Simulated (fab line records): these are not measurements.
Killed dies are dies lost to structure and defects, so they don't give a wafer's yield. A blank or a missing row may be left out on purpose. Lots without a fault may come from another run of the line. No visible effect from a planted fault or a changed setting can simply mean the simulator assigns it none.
Chamber matching | flow nandHarc | NHARC_A_BONDPAD_DEP_00 on pecvd-03: 3 sister chambers
The step deposits SiCN, target thk 250 nm. 6 wafers are shown with their chamber, then 7 later ones without.

== EACH WAFER AND ITS CHAMBER ==
wafer  | chamber | heaterPowerW (W)
L645.1 | 1       | 570
L654.1 | 0       | 706
L654.2 | 2       | 739
L654.6 | 2       | 722
L653.1 | 0       | 647
L653.2 | 1       | 527

== WAFERS WITHOUT THEIR CHAMBER ==
wafer  | heaterPowerW (W)
L653.4 | 656
L657.1 | 724
L657.2 | 609
L657.3 | 705
L659.1 | 692
L659.2 | 620
L659.5 | 629

== CHAMBER TAKEN BY EACH ==
wafer  | from the rows above          | in truth
L653.4 | can't be placed: 0 or 2      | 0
L657.1 | can't be placed: 2 or 0      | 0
L657.2 | can't be placed: 1 or 0 or 2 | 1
L657.3 | can't be placed: 2 or 0      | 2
L659.1 | can't be placed: 0 or 2      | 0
L659.2 | can't be placed: 0 or 1 or 2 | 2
L659.5 | can't be placed: 0 or 1 or 2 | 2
Placed correctly: 0 of 7. Cannot be placed on the basis of these rows: 7; the candidates contain the true chamber in 7. Number placed wrongly: 0.
How it was worked out, from the rows above alone: a wafer's distance from a chamber is the root of the sum, over the readings, of the square of ((its reading less the chamber's mean) divided by the reading's scatter). If the next closest chamber is less than 2 further off than the closest, the wafer can't be placed; otherwise it belongs to the closest. A chamber's mean is the mean of its shown wafers. The scatter: the root of (the sum of the squares of (reading less its chamber's mean) over the shown wafers, divided by (wafers less chambers)).
